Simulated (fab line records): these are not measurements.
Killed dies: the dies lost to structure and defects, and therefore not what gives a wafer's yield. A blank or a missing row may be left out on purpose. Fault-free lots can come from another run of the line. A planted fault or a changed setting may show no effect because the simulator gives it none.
fab line records | flow n5-finfet
record: lots: 7 | wafers: 21
route steps=1938 shown PASSIVATION@1901
start-h: hours from the record's first day to the start of the lot's first wafer shown | wait-h: how many hours have passed since the lot's step before this one | " unchanged from the row above | L1.1+2: one row covering several wafers at once | - no value present, or no start provided | * or withheld: withheld | < > ~ a bound
route shown NAME@n: NAME is a module with steps in the file, n the number in the route of the first one | usual: mean/standard deviation of fault-free wafers | same: alike in all rows | chamber/n: place in a boat | sites: each site's reading | _std_site: standard deviation across them | _edge_site: the outer-site mean with the inner-site mean subtracted | radius-mm: for every site, how far away it sits from the centre of the wafer | mask NAME#n: copy n | behind: tool/chamber where the wafer was last shaped | hold: reason for holding the lot/hours on hold/outcome of the hold | device: which transistor (n, p or np) failed to switch | end of line: at the end of the route, the tests of the same wafers | step lacking rows: just its recipe | killed: at the first sort, the dies lost to defects and structure; wafer yield is something else | map: the dies of a wafer, with x for killed, . for not killed, _ for no die there
set.NAME: setting as actually run; set.NAME@STEP: the setting as run at that earlier step | model.NAME: the simulator's own value behind a step, which no gauge read
lots with deliberately changed settings; one table per step, one row per wafer
== steps ==
step: N5_PASSIVATION_EXPOSE_27
recipe: mask-id: PAD | na: 0.55 | source-shape: conventional | sigma-outer: 0.8 | polarization: unpolarized | defocus-nm: 0 | dose-mj: 32.3
lot.wafer  | tool           | chamber | start-h | wait-h | mask  | set.dose-mj
L075.2+5   | krf-scanner-02 | 0       | 350.63  | -      | PAD#0 | 33.7
L075.6     | "              | 0       | "       | "      | PAD#0 | 32.3
L081.1+2   | krf-scanner-01 | 0       | 354.58  | -      | PAD#0 | 32.98
L081.5     | "              | 0       | "       | "      | PAD#0 | 32.3
L086.2+3+6 | krf-scanner-02 | 0       | 376.01  | -      | PAD#0 | 32.3
L084.2+3+6 | krf-scanner-01 | 0       | 384.74  | -      | PAD#0 | 32.3
L091.2+3+5 | krf-scanner-01 | 0       | 409.13  | -      | PAD#0 | 33.9
L090.2     | krf-scanner-01 | 0       | 416.97  | -      | PAD#0 | 30.95
L090.5+6   | "              | 0       | "       | "      | PAD#0 | 32.3
L097.1+2   | krf-scanner-01 | 0       | 470.58  | -      | PAD#0 | 32.3
L097.4     | "              | 0       | "       | "      | PAD#0 | 33.91
step: N5_PASSIVATION_PEB_28
recipe: peb-temp-c: withheld | peb-time-s: *
step: N5_PASSIVATION_DEVELOP_29
recipe: develop-time-s: 60 | rinse-liquid: diw | dry: air-spin | dev-temp-c: 21
step: N5_PASSIVATION_HARDBAKE_31
recipe: temp-c: 130 | time-s: 120
step: N5_PASSIVATION_CD_MEAS_30
recipe: target-cd-nm: 4000 | landing-energy-ev: 500 | detector: se-inlens | polarity: opening
usual: cd-nm: 4000.2/2
lot.wafer | tool      | chamber | start-h | wait-h | set.dose-mj@PASSIVATION_EXPOSE_27 | cd-nm
L075.2    | cd-sem-02 | 0       | 350.80  | -      | 33.7                              | 4007.6
L075.5    | "         | 0       | "       | "      | 33.7                              | 4008.1
L075.6    | "         | 0       | "       | "      | 32.3                              | 4002.2
L081.1    | cd-sem-03 | 0       | 354.76  | -      | 32.98                             | 4000.8
L081.2    | "         | 0       | "       | "      | 32.98                             | 4001.5
L081.5    | "         | 0       | "       | "      | 32.3                              | 3995.6
L086.2    | cd-sem-03 | 0       | 376.19  | -      | 32.3                              | 4000.0
L086.3    | "         | 0       | "       | "      | 32.3                              | 4000.6
L086.6    | "         | 0       | "       | "      | 32.3                              | 4001.3
L084.2    | cd-sem-01 | 0       | 384.91  | -      | 32.3                              | 3999.7
L084.3    | "         | 0       | "       | "      | 32.3                              | 3999.2
L084.6    | "         | 0       | "       | "      | 32.3                              | 4002.7
L091.2    | cd-sem-01 | 0       | 409.30  | -      | 33.9                              | 4009.4
L091.3    | "         | 0       | "       | "      | 33.9                              | 4008.4
L091.5    | "         | 0       | "       | "      | 33.9                              | 4007.4
L090.2    | cd-sem-01 | 0       | 417.14  | -      | 30.95                             | 3989.3
L090.5    | "         | 0       | "       | "      | 32.3                              | 3996.9
L090.6    | "         | 0       | "       | "      | 32.3                              | 3998.6
L097.1    | cd-sem-02 | 0       | 470.76  | -      | 32.3                              | 3999.1
L097.2    | "         | 0       | "       | "      | 32.3                              | 3998.5
L097.4    | "         | 0       | "       | "      | 33.91                             | 4010.4
== key ==
split: step: N5_PASSIVATION_EXPOSE_27 | setting: dose-mj | stated: 32.3 | by: wafer
response: step: N5_PASSIVATION_CD_MEAS_30 | reading: cd-nm | change: +1.97 | per: 1% | r: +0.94
